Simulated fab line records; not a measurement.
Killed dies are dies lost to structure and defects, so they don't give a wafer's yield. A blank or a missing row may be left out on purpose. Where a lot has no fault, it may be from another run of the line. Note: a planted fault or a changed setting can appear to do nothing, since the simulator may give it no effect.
Split-lot study	flow n5-finfet	on a route of 1938 steps: 7 lots, 21 wafers read

## SPLIT DETAILS
At N5_BEOL_M11_ILD_DEP_00 (deposits SiCOH lowk from DEMS/porogen, target thk 308.51 nm, time 58 s), the setting time-s was moved away from the recipe's 58 s on 7 of the 21 wafers read, by -10.5% to +10.7%. This setting was run at the recipe's value on the other wafers.

## FROM SPLIT TO READING: 1 step shown by the file between the two
- N5_BEOL_M11_CURE_71: cures SiCOH lowk, time 240 s

## THE READING
M11_ILD_THK in nanometres, read at N5_BEOL_M11_THK_MEAS_01. Fault-free wafers of this fab line usually give 268 nm, standard deviation 3.3 nm.

wafer	tool, chamber at the split	time-s as run, s	against the recipe	M11_ILD_THK, nm	against lot-mates on the recipe
L074.1	pecvd-03, 1	58	recipe	268	-
L074.4	pecvd-03, 2	58	recipe	270	-
L074.5	pecvd-03, 0	64.19	+10.7%	300	+31
L080.1	pecvd-03, 1	58	recipe	265	-
L080.3	pecvd-03, 0	58	recipe	263	-
L080.6	pecvd-03, 2	58	recipe	268	-
L084.1	pecvd-01, 2	62.07	+7.0%	283	+15
L084.2	pecvd-01, 0	62.07	+7.0%	288	+20
L084.3	pecvd-01, 1	58	recipe	268	-
L087.2	pecvd-03, 2	63.38	+9.3%	292	+20
L087.3	pecvd-03, 0	58	recipe	268	-
L087.6	pecvd-03, 1	58	recipe	277	-
L091.1	pecvd-04, 1	62.01	+6.9%	280	+16
L091.4	pecvd-04, 0	58	recipe	264	-
L091.5	pecvd-04, 1	58	recipe	263	-
L094.1	pecvd-01, 0	58	recipe	269	-
L094.3	pecvd-01, 0	51.93	-10.5%	241	-28
L094.5	pecvd-01, 1	51.93	-10.5%	244	-25
L095.3	pecvd-01, 0	58	recipe	268	-
L095.4	pecvd-01, 1	58	recipe	272	-
L095.6	pecvd-01, 1	58	recipe	269	-

THE FIT
A straight line over all 21 wafers: M11_ILD_THK changes by +2.52 nm for each +1% of time-s; r = +0.97; the points scatter about the line by 3.6 nm.
The same after taking each lot's own level away (the mean of its wafers on the recipe; 21 wafers): +2.53 nm for each +1%; r = +0.98; scatter 2.5 nm.
The reading moves by 27 nm for the largest change in time-s, on that fit.
From 263.5 to 272.5 nm: that is the span of the lots' own levels, equal to 2.7 times the standard deviation above.
So the lot-to-lot level changes the slope little: the two slopes agree.
Check: for one of the wafers moved furthest among these (+10.7%), held out of the fit, the line's prediction against its lot-mates is +25.7 nm. Against them it came out at +31 nm.

## FURTHER SPLITS ON THESE WAFERS
Note: prior to the reading, these wafers also went through further splits. Each is held against what the fit with the lots' levels taken away leaves over:
other split on the same wafers	wafers away from the commonest value	r with M11_ILD_THK (lot level and that fit taken away)
N5_BEOL_M10_COAT_22 spin-rpm	9	+0.12

## THE WHOLE CHAIN: every reading that the file lists as answering this split, in the file's order
step	what it does	reading	change (the file's fit)	r (the file's)
N5_BEOL_M11_ILD_DEP_00	deposits SiCOH lowk from DEMS/porogen, target thk 308.51 nm, time 58 s	SiCOH_lowk_of_BEOL_M11_ILD_DEP_00.thk-nm (the simulator's own value, which no gauge read)	+2.79 nm for each +1% of the setting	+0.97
N5_BEOL_M11_CURE_71	cures SiCOH lowk, time 240 s	SiCOH_lowk_of_BEOL_M11_ILD_DEP_00.thk-nm (the simulator's own value, which no gauge read)	+2.47 nm for each +1% of the setting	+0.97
N5_BEOL_M11_THK_MEAS_01		M11_ILD_THK	+2.47 for each +1% of the setting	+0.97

## THE FILE'S OWN FIT
M11_ILD_THK changes by +2.47 nm for each +1% of time-s, r = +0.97.
